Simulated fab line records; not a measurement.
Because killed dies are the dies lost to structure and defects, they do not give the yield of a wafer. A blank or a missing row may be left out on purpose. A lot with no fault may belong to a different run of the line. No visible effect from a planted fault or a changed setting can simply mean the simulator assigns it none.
Chamber matching | flow n5-finfet | N5_BEOL_M6_ETCH_72 on rie-diel-05: 4 sister chambers
The step etches underlayer in N2/H2, target depth 6.5 nm, time 5.2 s. 16 wafers are shown with their chamber, then 8 later ones without.

WAFERS WITH THEIR CHAMBER
wafer  | chamber | drypump-motor-current-A (A) | throttle-valve-pct (%) | showerhead-plenum-p-Torr (Torr)
L075.2 | 2       | 5.3                         | 17.33                  | 2.56
L075.4 | 0       | 6.0                         | 17.47                  | 2.51
L075.6 | 3       | 4.9                         | 17.92                  | 2.42
L080.1 | 2       | 5.2                         | 17.31                  | 2.56
L080.3 | 3       | 4.9                         | 17.93                  | 2.42
L080.5 | 1       | 6.4                         | 18.07                  | 2.45
L083.3 | 2       | 5.2                         | 17.37                  | 2.56
L083.5 | 0       | 6.0                         | 17.50                  | 2.50
L083.6 | 3       | 4.9                         | 17.94                  | 2.42
L084.2 | 2       | 5.3                         | 17.36                  | 2.55
L084.3 | 3       | 4.9                         | 17.96                  | 2.41
L084.6 | 2       | 5.2                         | 17.34                  | 2.55
L090.2 | 1       | 6.4                         | 18.08                  | 2.44
L090.5 | 3       | 4.9                         | 17.98                  | 2.41
L090.6 | 0       | 5.9                         | 17.54                  | 2.49
L091.4 | 2       | 5.2                         | 17.42                  | 2.55

SIGNATURES (means of the wafers above)
reading                  | chamber 0 | chamber 1 | chamber 2 | chamber 3 | scatter within a chamber
drypump-motor-current-A  | 5.967     | 6.400     | 5.233     | 4.900     | 0.0408
throttle-valve-pct       | 17.5033   | 18.0750   | 17.3550   | 17.9460   | 0.0319
showerhead-plenum-p-Torr | 2.5000    | 2.4450    | 2.5550    | 2.4160    | 0.00658
Rule: for each reading, subtract the chamber's mean from the wafer's reading, divide by that reading's scatter and square the result; add these up over the readings and take the root, which gives the wafer's distance from the chamber. If the next closest chamber is less than 2 further off than the closest, the wafer can't be placed; otherwise it belongs to the closest. The scatter is the square root of a quotient: the sum, over the shown wafers, of each reading's squared deviation from its chamber's mean, divided by wafers minus chambers.

WAFERS WHOSE CHAMBER IS MISSING
wafer  | drypump-motor-current-A (A) | throttle-valve-pct (%) | showerhead-plenum-p-Torr (Torr)
L091.5 | 4.9                         | 17.96                  | 2.41
L091.6 | 5.2                         | 17.38                  | 2.55
L093.3 | 5.9                         | 17.56                  | 2.49
L093.5 | 4.9                         | 18.00                  | 2.41
L093.6 | 5.2                         | 17.43                  | 2.55
L097.1 | 5.9                         | 17.56                  | 2.49
L097.2 | 4.9                         | 18.02                  | 2.40
L097.6 | 5.2                         | 17.39                  | 2.55

WHICH CHAMBER EACH WENT THROUGH
wafer  | from the rows above | in truth
L091.5 | 3                   | 3
L091.6 | 2                   | 2
L093.3 | 0                   | 0
L093.5 | 3                   | 3
L093.6 | 2                   | 2
L097.1 | 0                   | 0
L097.2 | 3                   | 3
L097.6 | 2                   | 2
Correctly placed: 8 of 8. Not placeable from these rows: 0. Number placed wrongly: 0.
